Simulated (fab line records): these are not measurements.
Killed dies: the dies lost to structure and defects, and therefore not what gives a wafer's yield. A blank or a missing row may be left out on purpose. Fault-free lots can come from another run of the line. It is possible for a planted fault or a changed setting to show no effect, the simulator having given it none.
fab line records	flow nandHarc
[record] lots = 13	wafers = 39	lastDay = 33
route steps=1302 shown A_CHANNEL_HOLE_D1@489 A_CHANNEL_FILL_D1@501 A_ONON_D2@553 END@1302
lots that met no fault: from a run of the same line without faults
startH: the number of hours between the record's first day and the start of the first shown wafer of the lot	waitH: hours from the lot's prior step to this one	" the same as in the row above	L1.1+2: one row covering several wafers at once	- no value, or no start given	* or withheld: withheld	< > ~ a bound
route shown NAME@n: a module of which the file shows steps, and the number in the route of the first	usual: average and standard deviation across the fault-free wafers	same: alike in all rows	chamber/n: place in a boat	sites: readings site by site	_std_site: how widely they spread, as a standard deviation	_edge_site: outer sites' mean less inner sites'	radiusMm: how far each site lies from the wafer's centre	mask NAME#n: copy n	behind: the most recent tool/chamber to have shaped the wafer	hold: why the lot went on hold/how many hours it stayed there/how the hold came to an end	device: whichever transistor did not switch (one of n, p or np)	end of line: the tests these same wafers got at the end of their route	where a step has no rows: the recipe by itself	killed: at the first sort, the dies lost to defects and structure; wafer yield is something else	map: the dies of a wafer, with x for killed, . for not killed, _ for no die there
set.NAME: setting as actually run; set.NAME@STEP: the setting as run at that earlier step	model.NAME: the simulator's own value behind a step, which no gauge read
route steps across a sampled set of lots; one table per step, one row per wafer
services: when a tool's chamber went out of use (startH, in hours from the record's first day, below 0 if earlier), for how many hours, and the reason
[[steps]]
[step NHARC_A_CHANNEL_HOLE_D1_INSPECT_40]
[usual] rawDefectCount = 75/23
lot.wafer	tool	chamber	startH	waitH	rawDefectCount
L332.3	defectInspect-01	-	215.91	-	85
L332.5	"	-	"	"	104
L332.6	"	-	"	"	85
L331.1	defectInspect-02	-	217.21	-	52
L331.2	"	-	"	"	29
L331.6	"	-	"	"	58
L333.3	defectInspect-02	-	230.96	-	61
L333.4	"	-	"	"	77
L333.5	"	-	"	"	68
L340.2	defectInspect-02	-	293.06	-	104
L340.5	"	-	"	"	96
L340.6	"	-	"	"	74
L341.1	defectInspect-01	-	303.24	-	52
L341.2	"	-	"	"	49
L341.4	"	-	"	"	75
L342.3	defectInspect-01	-	315.65	-	52
L342.5	"	-	"	"	52
L342.6	"	-	"	"	59
L343.3	defectInspect-02	-	335.02	-	118
L343.4	"	-	"	"	72
L343.5	"	-	"	"	88
L344.1	defectInspect-01	-	336.77	-	42
L344.3	"	-	"	"	35
L344.5	"	-	"	"	48
L345.3	defectInspect-01	-	347.22	-	90
L345.4	"	-	"	"	89
L345.6	"	-	"	"	95
L348.4	defectInspect-02	-	381.03	-	95
L348.5	"	-	"	"	100
L348.6	"	-	"	"	109
L349.1	defectInspect-02	-	382.71	-	51
L349.2	"	-	"	"	61
L349.3	"	-	"	"	58
L350.1	defectInspect-01	-	399.00	-	112
L350.4	"	-	"	"	78
L350.6	"	-	"	"	92
L352.2	defectInspect-01	-	417.01	-	79
L352.3	"	-	"	"	51
L352.5	"	-	"	"	66
[step NHARC_A_CHANNEL_FILL_D1_STRIP_28]
[recipe] timeS = 20	o2FlowSccm = 500	arFlowSccm = 0	biasW = 0	chemistry = O2
[usual] drypumpMotorCurrentA = 5.2/0.41	mfcArSccm = 0.016/0.013	oesProductAu = 0.994/0.0087	rfVppV = 57.6/0.91	showerheadPlenumPTorr = 3.49/0.15	throttleValvePct = 17.037/0.0079
lot.wafer	tool	chamber	startH	waitH	drypumpMotorCurrentA	mfcArSccm	oesProductAu	rfHoursCounterH	rfVppV	showerheadPlenumPTorr	throttleValvePct
L332.3	rieDiel-08	3	240.42	0.1	5.2	0.001	0.995	2.2	56.9	3.33	17.037
L332.6	"	1	"	"	5.1	0.025	0.989	-	57.4	3.79	17.039
L332.5	"	2	"	"	4.8	0.028	0.995	-	57.6	3.59	17.055
L331.1	rieDiel-13	0	240.43	0.1	5.8	0	0.981	4.6	57.1	3.39	17.042
L331.2	"	1	"	"	5.0	0.031	0.998	5.4	57.0	3.47	17.026
L331.6	"	2	"	"	6.2	0.002	0.995	-	57.6	3.35	17.039
L333.3	rieDiel-08	2	255.44	0.1	4.8	0.028	1.002	2.5	57.8	3.59	17.030
L333.4	"	3	"	"	5.2	0.001	1.008	2.5	55.8	3.33	17.043
L333.5	"	2	"	"	4.8	0.028	0.998	-	58.3	3.59	17.041
L340.2	rieDiel-09	2	316.59	0.1	4.7	0.019	0.993	7.9	55.8	3.49	17.037
L340.5	"	0	"	"	5.8	0.018	0.992	-	57.0	3.42	17.040
L340.6	"	1	"	"	5.8	0.025	1.001	-	59.1	3.72	17.041
L341.1	rieDiel-08	1	330.27	0.1	5.1	0.025	0.984	5.8	58.6	3.79	17.048
L341.2	"	2	"	"	4.8	0.028	1.011	5.3	57.5	3.59	17.025
L341.4	"	3	"	"	5.2	0.001	0.996	6.2	57.3	3.33	17.047
L342.3	rieDiel-09	1	344.03	0.1	5.8	0.025	0.969	1.0	58.7	3.72	17.038
L342.6	"	1	"	"	5.8	0.025	0.977	-	59.4	3.72	17.043
L342.5	"	2	"	"	4.7	0.019	0.984	-	57.7	3.49	17.041
L344.1	rieDiel-08	2	360.46	0.1	4.8	0.028	1.007	6.8	57.1	3.59	17.034
L344.3	"	3	"	"	5.3	0.001	0.990	8.0	57.2	3.33	17.047
L344.5	"	1	"	"	5.1	0.025	0.985	-	58.7	3.79	17.041
L343.3	rieDiel-13	3	360.46	0.1	5.1	0	0.994	0.2	57.1	3.49	17.045
L343.4	"	1	"	"	5.0	0.031	0.997	0.2	56.8	3.47	17.044
L343.5	"	2	"	"	6.2	0.002	1.004	-	56.7	3.35	17.033
L345.4	rieDiel-09	3	371.61	0.1	5.1	0.000	0.999	2.4	56.9	3.38	17.045
L345.3	"	1	"	"	5.8	0.025	0.973	2.2	57.4	3.72	17.025
L345.6	"	3	"	"	5.1	0.000	0.993	-	57.8	3.38	17.027
L349.2	rieDiel-13	2	407.33	0.1	6.2	0.002	0.986	2.9	57.9	3.34	17.025
L349.3	"	3	"	"	5.1	0	0.991	3.0	55.9	3.49	17.038
L349.1	"	1	"	"	5.0	0.031	0.995	3.2	57.6	3.47	17.042
L348.4	rieDiel-08	0	407.33	0.1	5.0	0.030	0.999	1.3	55.8	3.37	17.054
L348.5	"	3	"	"	5.2	0.001	0.983	-	57.4	3.33	17.040
L348.6	"	0	"	"	4.9	0.030	0.998	-	56.1	3.37	17.039
L350.1	rieDiel-13	3	423.57	0.1	5.1	0	1.001	3.9	57.3	3.49	17.037
L350.4	"	3	"	"	5.1	0	1.005	-	57.9	3.49	17.033
L350.6	"	0	"	"	5.7	0	0.983	-	55.6	3.38	17.043
L352.2	rieDiel-08	1	441.51	0.1	5.0	0.025	0.989	3.3	58.6	3.79	17.035
L352.3	"	3	"	"	5.2	0.001	0.984	3.1	58.2	3.33	17.033
L352.5	"	2	"	"	4.8	0.028	0.980	-	57.6	3.59	17.029
[step NHARC_A_ONON_D2_DEP_12]
[recipe] targetThkA = 10000	n2FlowSccm = 2750	n2oFlowSccm = 2000	nh3FlowSccm = 500	sih4FlowSccm = 210	tempC = 400
lot.wafer	tool	chamber	startH	waitH
L331.1+2+6	pecvdOnon-02	0	303.28	0.1
L332.3+5+6	pecvdOnon-03	0	303.31	0.2
L333.3+4+5	pecvdOnon-02	0	317.38	0.2
L340.2+5+6	pecvdOnon-03	0	380.00	0.1
L341.1+2+4	pecvdOnon-03	0	397.04	0.1
L342.3+5+6	pecvdOnon-03	0	402.66	0.2
L343.3+4+5	pecvdOnon-02	0	422.58	0.2
L344.1+3+5	pecvdOnon-01	0	422.62	0.1
L345.3+4+6	pecvdOnon-02	0	435.83	0.2
L349.1+2+3	pecvdOnon-01	0	467.75	0.1
L348.4+5+6	pecvdOnon-02	0	467.92	0.2
L350.1+4+6	pecvdOnon-01	0	486.66	0.1
L352.2+3+5	pecvdOnon-03	0	500.88	0.1
[step NHARC_A_ONON_D2_THK_MEAS_14]
[recipe] thkMeasGauge = ellipsometry
[usual] thkNm = 1002/9.5
lot.wafer	tool	chamber	startH	waitH	hold	thkNm
L332.3	filmMetro-02	-	303.71	-	-	992
L332.5	"	-	"	"	-	990
L332.6	"	-	"	"	-	991
L331.1	filmMetro-01	-	303.78	-	-	994
L331.2	"	-	"	"	-	992
L331.6	"	-	"	"	-	993
L333.3	filmMetro-01	-	317.77	-	-	1014
L333.4	"	-	"	"	-	1016
L333.5	"	-	"	"	-	1014
L340.2	filmMetro-01	-	380.45	-	-	999
L340.5	"	-	"	"	-	999
L340.6	"	-	"	"	-	1000
L341.1	filmMetro-01	-	397.55	-	awaitDispo/0.2h/release	928
L341.2	"	-	"	"	awaitDispo/0.2h/release	929
L341.4	"	-	"	"	awaitDispo/0.2h/release	928
L341.1	filmMetro-01	-	397.72	0.2	-	929
L341.2	"	-	"	"	-	929
L341.4	"	-	"	"	-	929
L342.3	filmMetro-01	-	403.06	-	awaitDispo/0.2h/release	933
L342.5	"	-	"	"	awaitDispo/0.2h/release	935
L342.6	"	-	"	"	awaitDispo/0.2h/release	932
L342.3	filmMetro-01	-	403.23	0.2	-	933
L342.5	"	-	"	"	-	933
L342.6	"	-	"	"	-	934
L343.3	filmMetro-02	-	422.97	-	-	1012
L343.4	"	-	"	"	-	1007
L343.5	"	-	"	"	-	1009
L344.1	filmMetro-01	-	423.13	-	-	999
L344.3	"	-	"	"	-	999
L344.5	"	-	"	"	-	998
L345.3	filmMetro-02	-	436.22	-	-	1002
L345.4	"	-	"	"	-	1000
L345.6	"	-	"	"	-	1000
L348.4	filmMetro-01	-	468.26	-	-	1025
L348.5	"	-	"	"	-	1025
L348.6	"	-	"	"	-	1026
L349.1	filmMetro-02	-	468.26	-	-	990
L349.2	"	-	"	"	-	988
L349.3	"	-	"	"	-	989
L350.1	filmMetro-01	-	487.17	-	-	987
L350.4	"	-	"	"	-	987
L350.6	"	-	"	"	-	986
L352.2	filmMetro-01	-	501.33	-	-	988
L352.3	"	-	"	"	-	989
L352.5	"	-	"	"	-	990
[step NHARC_END_SORT_01]
[recipe] tempC = 25
[usual] killedAtArray = 54/21	killedAtOther = 1.0/1.2	killedAtPeriphery = 3.6/2.6	killedDies = 58/20	killedOpen = 3.3/1.9	killedShort = 2.6/1.5
[same] grossDies = 677
lot.wafer	tool	chamber	startH	waitH	hold	killedAtArray	killedAtOther	killedAtPeriphery	killedDies	killedOpen	killedShort
L332.3	prober-01	0	596.36	3.1	-	59	1	2	62	2	2
L332.5	prober-01	0	597.95	3.7	-	53	1	0	54	4	2
L332.6	prober-01	0	598.75	4.0	-	49	0	1	50	3	1
L340.2	prober-02	0	660.68	2.8	-	96	0	6	102	4	2
L340.5	prober-02	0	663.05	3.7	-	63	0	4	67	2	3
L340.6	prober-02	0	663.84	4.0	-	77	0	10	87	1	3
L341.1	prober-02	0	687.41	2.5	awaitDispo/10.0h/scrap	674	0	3	677	3	0
L341.2	prober-02	0	688.22	2.8	awaitDispo/10.0h/scrap	668	1	8	677	2	3
L341.4	prober-02	0	689.84	3.4	awaitDispo/10.0h/scrap	671	0	6	677	6	5
L342.3	prober-01	0	689.10	3.1	awaitDispo/5.5h/scrap	667	0	10	677	4	0
L342.5	prober-01	0	690.70	3.7	awaitDispo/5.5h/scrap	673	0	4	677	3	1
L342.6	prober-01	0	691.50	4.0	awaitDispo/5.5h/scrap	673	1	3	677	2	1
L345.3	prober-02	0	715.83	3.1	-	77	0	8	85	4	2
L345.4	prober-02	0	716.63	3.4	-	69	0	10	79	3	1
L345.6	prober-02	0	718.21	4.0	-	74	1	11	86	7	2
L344.1	prober-02	0	722.01	2.5	-	55	3	2	60	4	2
L344.3	prober-02	0	723.63	3.1	-	28	3	4	35	1	2
L344.5	prober-02	0	725.25	3.7	-	37	5	0	42	3	2
L343.3	prober-01	0	730.61	3.1	-	93	0	4	97	5	2
L343.4	prober-01	0	731.40	3.4	-	65	1	0	66	4	1
L343.5	prober-01	0	732.19	3.7	-	73	1	7	81	4	4
L349.1	prober-02	0	765.00	2.5	-	38	1	3	42	4	3
L349.2	prober-02	0	765.80	2.8	-	56	0	2	58	2	3
L349.3	prober-02	0	766.60	3.1	-	61	1	1	63	1	5
L348.4	prober-01	0	765.13	3.3	-	67	0	6	73	7	4
L348.5	prober-01	0	765.92	3.6	-	70	1	4	75	1	3
L348.6	prober-01	0	766.71	3.9	-	74	0	6	80	6	2
L350.1	prober-01	0	770.84	2.5	-	57	0	2	59	5	1
L350.4	prober-01	0	773.25	3.4	-	59	1	0	60	3	1
L350.6	prober-01	0	774.86	4.0	-	54	4	2	60	2	1
// killed by level:class
L332.3 A_CHANNEL_HOLE_D1:chamberFilmFlake=35 A_CHANNEL_HOLE_D2:chamberFilmFlake=10 A_CONTACT:chamberFilmFlake=4 A_CHANNEL_FILL_D1:chamberFilmFlake=2 A_STAIRCASE:chamberFilmFlake=2 P_CONTACT:geometricParticle:open=1 A_CHANNEL_FILL_D2:geometricParticle:short=1 A_CHANNEL_FILL_D2:geometricParticle:open=1
L332.5 A_CHANNEL_HOLE_D1:chamberFilmFlake=33 A_CONTACT:chamberFilmFlake=5 A_CHANNEL_HOLE_D2:chamberFilmFlake=3 A_ONON_D1:geometricParticle:open=2 A_DECK1_JOINT:chamberFilmFlake=2 A_STAIRCASE:chamberFilmFlake=2 A_SOURCE_PLATE:geometricParticle:open=1 A_DECK1_JOINT:geometricParticle:short=1
L332.6 A_CHANNEL_HOLE_D1:chamberFilmFlake=33 A_CHANNEL_HOLE_D2:chamberFilmFlake=6 A_CONTACT:chamberFilmFlake=4 A_STAIRCASE:chamberFilmFlake=3 P_GATE:geometricParticle:short=1 A_CHANNEL_FILL_D1:geometricParticle:open=1 A_CHANNEL_FILL_D2:geometricParticle:open=1 A_M0:geometricParticle:open=1
L340.2 A_CHANNEL_HOLE_D1:chamberFilmFlake=36 A_SLIT:chamberFilmFlake=35 A_STAIRCASE:chamberFilmFlake=12 P_M2:chamberFilmFlake=3 A_SGD_CUT:chamberFilmFlake=3 A_CONTACT:chamberFilmFlake=3 P_CONTACT:geometricParticle:open=2 A_ZERO_WELL:chamberFilmFlake=2
L340.5 A_CHANNEL_HOLE_D1:chamberFilmFlake=28 A_SLIT:chamberFilmFlake=20 A_STAIRCASE:chamberFilmFlake=6 A_ZERO_WELL:chamberFilmFlake=4 A_CHANNEL_FILL_D2:geometricParticle:short=2 P_GATE:chamberFilmFlake=2 P_CONTACT:geometricParticle:open=1 A_ONON_D2:geometricParticle:short=1
L340.6 A_CHANNEL_HOLE_D1:chamberFilmFlake=29 A_SLIT:chamberFilmFlake=28 A_STAIRCASE:chamberFilmFlake=9 P_M2:chamberFilmFlake=6 A_CONTACT:chamberFilmFlake=3 P_GATE:geometricParticle:short=2 P_GATE:chamberFilmFlake=2 A_DECK1_JOINT:chamberFilmFlake=2
L341.1 A_ONON_D2:areaDep=654 A_STAIRCASE:chamberFilmFlake=4 A_WL_FILL:chamberFilmFlake=4 A_CHANNEL_HOLE_D1:chamberFilmFlake=3 A_CHANNEL_FILL_D2:chamberFilmFlake=3 P_STI:chamberFilmFlake=2 P_M0:geometricParticle:open=1 A_WL_FILL:geometricParticle:open=1
L341.2 A_ONON_D2:areaDep=644 P_GATE:chamberFilmFlake=6 A_CHANNEL_HOLE_D1:chamberFilmFlake=6 A_CONTACT:chamberFilmFlake=3 P_STI:chamberFilmFlake=2 A_CHANNEL_HOLE_D2:chamberFilmFlake=2 A_CHANNEL_FILL_D2:chamberFilmFlake=2 A_WL_FILL:chamberFilmFlake=2
L342.3 A_ONON_D2:areaDep=639 A_STAIRCASE:chamberFilmFlake=10 P_GATE:chamberFilmFlake=6 A_CHANNEL_HOLE_D1:chamberFilmFlake=4 A_SLIT:chamberFilmFlake=4 P_CONTACT:chamberFilmFlake=2 A_CHANNEL_FILL_D1:chamberFilmFlake=2 A_CHANNEL_FILL_D2:chamberFilmFlake=2
L341.4 A_ONON_D2:areaDep=649 A_WL_FILL:chamberFilmFlake=5 A_ONON_D2:geometricParticle:short=3 P_GATE:chamberFilmFlake=3 A_CHANNEL_HOLE_D1:chamberFilmFlake=3 A_SLIT:chamberFilmFlake=3 P_CONTACT:geometricParticle:open=2 P_M1:geometricParticle:short=1
L342.5 A_ONON_D2:areaDep=636 A_CHANNEL_HOLE_D1:chamberFilmFlake=9 A_SLIT:chamberFilmFlake=7 A_STAIRCASE:chamberFilmFlake=6 A_CHANNEL_FILL_D2:chamberFilmFlake=5 A_CONTACT:chamberFilmFlake=4 P_GATE:chamberFilmFlake=3 A_WL_FILL:chamberFilmFlake=2
L342.6 A_ONON_D2:areaDep=648 A_CHANNEL_HOLE_D1:chamberFilmFlake=6 A_STAIRCASE:chamberFilmFlake=5 A_CHANNEL_FILL_D2:chamberFilmFlake=3 A_SLIT:chamberFilmFlake=3 A_CONTACT:chamberFilmFlake=3 A_ONON_D1:geometricParticle:open=2 A_ZERO_WELL:chamberFilmFlake=2
L345.3 A_CHANNEL_HOLE_D1:chamberFilmFlake=41 A_CHANNEL_HOLE_D2:chamberFilmFlake=17 A_SLIT:chamberFilmFlake=5 P_STI:chamberFilmFlake=3 A_CONTACT:chamberFilmFlake=3 P_CONTACT:chamberFilmFlake=2 A_STAIRCASE:chamberFilmFlake=2 P_STI:geometricParticle:open=1
L345.4 A_CHANNEL_HOLE_D1:chamberFilmFlake=28 A_CHANNEL_HOLE_D2:chamberFilmFlake=18 A_CONTACT:chamberFilmFlake=11 P_STI:chamberFilmFlake=5 A_SLIT:chamberFilmFlake=4 A_BLC:chamberFilmFlake=3 P_CONTACT:chamberFilmFlake=2 P_CONTACT:geometricParticle:open=1
L345.6 A_CHANNEL_HOLE_D1:chamberFilmFlake=38 A_CHANNEL_HOLE_D2:chamberFilmFlake=17 A_CONTACT:chamberFilmFlake=12 P_CONTACT:geometricParticle:open=2 P_M0:geometricParticle:open=2 P_STI:chamberFilmFlake=2 P_CONTACT:chamberFilmFlake=2 P_BONDPAD:geometricParticle:open=1
L344.1 A_CHANNEL_HOLE_D2:chamberFilmFlake=22 A_SLIT:chamberFilmFlake=18 A_WL_FILL:chamberFilmFlake=4 A_BLC:chamberFilmFlake=3 THIN_TSV:chamberFilmFlake=3 A_CHANNEL_FILL_D1:geometricParticle:open=2 P_M1:geometricParticle:open=1 A_CHANNEL_HOLE_D2:geometricParticle:open=1
L344.3 A_SLIT:chamberFilmFlake=10 A_CHANNEL_HOLE_D2:chamberFilmFlake=10 A_CHANNEL_HOLE_D1:chamberFilmFlake=3 P_GATE:chamberFilmFlake=2 A_CONTACT:chamberFilmFlake=2 THIN_TSV:chamberFilmFlake=2 P_CONTACT:geometricParticle:short=1 P_CONTACT:geometricParticle:open=1
L344.5 A_SLIT:chamberFilmFlake=17 A_CONTACT:chamberFilmFlake=9 A_CHANNEL_HOLE_D2:chamberFilmFlake=5 THIN_TSV:chamberFilmFlake=4 A_CHANNEL_HOLE_D1:geometricParticle:open=1 A_CHANNEL_FILL_D1:geometricParticle:short=1 A_DECK1_JOINT:geometricParticle:short=1 A_CHANNEL_HOLE_D2:geometricParticle:open=1
L343.3 A_CHANNEL_HOLE_D1:chamberFilmFlake=40 A_SLIT:chamberFilmFlake=36 A_CONTACT:chamberFilmFlake=5 A_ONON_D1:geometricParticle:open=3 A_CHANNEL_FILL_D1:chamberFilmFlake=3 P_BONDPAD:chamberFilmFlake=2 P_CONTACT:geometricParticle:short=1 A_CHANNEL_FILL_D2:geometricParticle:short=1
L343.4 A_CHANNEL_HOLE_D1:chamberFilmFlake=31 A_SLIT:chamberFilmFlake=16 A_CHANNEL_HOLE_D2:chamberFilmFlake=5 A_CONTACT:chamberFilmFlake=4 A_BLC:geometricParticle:open=2 A_CHANNEL_FILL_D1:chamberFilmFlake=2 A_DECK1_JOINT:chamberFilmFlake=2 A_SOURCE_PLATE:geometricParticle:short=1
L343.5 A_SLIT:chamberFilmFlake=27 A_CHANNEL_HOLE_D1:chamberFilmFlake=24 A_CONTACT:chamberFilmFlake=10 P_BONDPAD:chamberFilmFlake=3 A_CHANNEL_HOLE_D2:chamberFilmFlake=3 P_CONTACT:chamberFilmFlake=2 P_GATE:geometricParticle:open=1 A_CHANNEL_FILL_D1:geometricParticle:open=1
L349.1 A_SLIT:chamberFilmFlake=16 A_CONTACT:chamberFilmFlake=9 A_CHANNEL_HOLE_D1:chamberFilmFlake=6 A_WL_FILL:chamberFilmFlake=2 P_STI:geometricParticle:short=1 P_CONTACT:geometricParticle:open=1 P_M1:geometricParticle:open=1 A_ONON_D1:geometricParticle:short=1
L348.4 A_CHANNEL_HOLE_D1:chamberFilmFlake=31 A_CHANNEL_HOLE_D2:chamberFilmFlake=16 A_SLIT:chamberFilmFlake=4 A_ZERO_WELL:chamberFilmFlake=3 P_M0:geometricParticle:open=2 A_STAIRCASE:chamberFilmFlake=2 A_M1:chamberFilmFlake=2 P_M0:geometricParticle:short=1
L349.2 A_SLIT:chamberFilmFlake=25 A_CONTACT:chamberFilmFlake=11 A_CHANNEL_HOLE_D1:chamberFilmFlake=10 A_STAIRCASE:chamberFilmFlake=3 A_M1:chamberFilmFlake=2 P_STI:geometricParticle:short=1 P_M2:geometricParticle:short=1 A_CHANNEL_FILL_D1:geometricParticle:open=1
L348.5 A_CHANNEL_HOLE_D1:chamberFilmFlake=28 A_CHANNEL_HOLE_D2:chamberFilmFlake=25 A_SLIT:chamberFilmFlake=6 A_WL_FILL:chamberFilmFlake=3 P_ZERO_WELL:chamberFilmFlake=2 P_GATE:chamberFilmFlake=2 A_CONTACT:chamberFilmFlake=2 A_BLC:chamberFilmFlake=2
L349.3 A_SLIT:chamberFilmFlake=20 A_CHANNEL_HOLE_D1:chamberFilmFlake=13 A_CONTACT:chamberFilmFlake=12 A_DECK1_JOINT:chamberFilmFlake=4 A_STAIRCASE:chamberFilmFlake=3 A_WL_FILL:chamberFilmFlake=3 P_M0:geometricParticle:open=1 A_CHANNEL_HOLE_D1:geometricParticle:short=1
L348.6 A_CHANNEL_HOLE_D1:chamberFilmFlake=36 A_CHANNEL_HOLE_D2:chamberFilmFlake=17 A_SLIT:chamberFilmFlake=5 P_GATE:chamberFilmFlake=3 A_M1:chamberFilmFlake=3 P_ZERO_WELL:chamberFilmFlake=2 A_STAIRCASE:chamberFilmFlake=2 P_CONTACT:geometricParticle:open=1
L350.1 A_CHANNEL_HOLE_D2:chamberFilmFlake=29 A_CHANNEL_HOLE_D1:chamberFilmFlake=14 A_STAIRCASE:chamberFilmFlake=4 A_SLIT:chamberFilmFlake=3 A_CHANNEL_FILL_D2:geometricParticle:open=2 A_M0:geometricParticle:open=2 A_CHANNEL_FILL_D1:geometricParticle:short=1 A_CONTACT:geometricParticle:open=1
L350.4 A_CHANNEL_HOLE_D2:chamberFilmFlake=31 A_CHANNEL_HOLE_D1:chamberFilmFlake=13 A_SLIT:chamberFilmFlake=9 A_CHANNEL_FILL_D1:geometricParticle:open=1 A_CHANNEL_FILL_D2:geometricParticle:open=1 A_STAIRCASE:geometricParticle:short=1 A_M1:geometricParticle:open=1 A_STAIRCASE:chamberFilmFlake=1
L350.6 A_CHANNEL_HOLE_D1:chamberFilmFlake=19 A_CHANNEL_HOLE_D2:chamberFilmFlake=19 A_SLIT:chamberFilmFlake=7 A_STAIRCASE:chamberFilmFlake=5 THIN_TSV:chamberFilmFlake=3 P_CONTACT:geometricParticle:open=1 A_CHANNEL_FILL_D1:geometricParticle:open=1 STARTING-WAFER:geometricParticle:short=1
[[services]]
tool	chamber	startH	hours	kind
rieDiel-08	0	224.30	-	clean
rieDiel-08	1	224.30	-	clean
rieDiel-08	2	224.30	-	clean
rieDiel-08	3	224.30	-	clean
pecvdOnon-03	-	227.19	13.0	pm
rieDiel-13	3	236.75	9.1	repair
rieDiel-08	0	248.80	-	clean
rieDiel-08	1	248.80	-	clean
rieDiel-08	2	248.80	-	clean
rieDiel-08	3	248.80	-	clean
rieDiel-08	1	258.04	2.9	repair
pecvdOnon-01	-	269.27	13.0	pm
rieDiel-08	0	273.32	-	clean
rieDiel-08	1	273.32	-	clean
rieDiel-09	-	320.10	9.0	pm
rieDiel-13	-	342.00	9.0	pm
pecvdOnon-02	-	366.00	13.0	pm
rieDiel-08	-	367.80	9.0	pm
pecvdOnon-03	-	408.19	13.0	pm
rieDiel-13	2	416.51	25.1	repair
rieDiel-09	3	428.65	2.7	repair
pecvdOnon-01	-	450.27	13.0	pm
rieDiel-08	1	468.78	15.5	repair
rieDiel-09	-	497.10	9.0	pm
[[key]]
[firstSign] step = NHARC_A_ONON_D2_THK_MEAS_14	reading = visit	direction = added
[effect] step = NHARC_A_ONON_D2_THK_MEAS_14	reading = thkNm	direction = down	sigmas = 7.5	usual = 1002	struck = 931
[effect] step = NHARC_END_SORT_01	reading = killedDies	direction = up	sigmas = 30	usual = 58	struck = 677
[moreKillsBornAt] NHARC_A_ONON_D2_DEP_12@pecvdOnon-03 = 3870
metAt NHARC_A_ONON_D2_DEP_12
struckLots L341,L342
laterRowsLeftOut L341.1,L341.2,L341.4,L342.3,L342.5,L342.6
testerLeftOut L341,L342
notActingAt NHARC_A_CHANNEL_HOLE_D1_INSPECT_40,NHARC_A_CHANNEL_FILL_D1_STRIP_28
onsetBetween 380.00 397.04
[fault] kind = processParameterDrift	tool = pecvdOnon-03	chamber = -	onsetH = 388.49	steps = NHARC_A_ONON_D2_DEP_12	channel = targetThkA	offset = *	shape = step	endH = 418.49	actsIn = *	stated = *
// testerLeftOut: of these lots the tester's yield and bins aren't shown, on N5 and GAA mostly nor the transistor test; their killed dies are dies lost to structure and defects alone, not to doping, threshold or leakage, so they don't give the yield
// laterRowsLeftOut: the simulator's readings of these wafers behind a module that went badly wrong aren't trusted and aren't shown, but for the sort
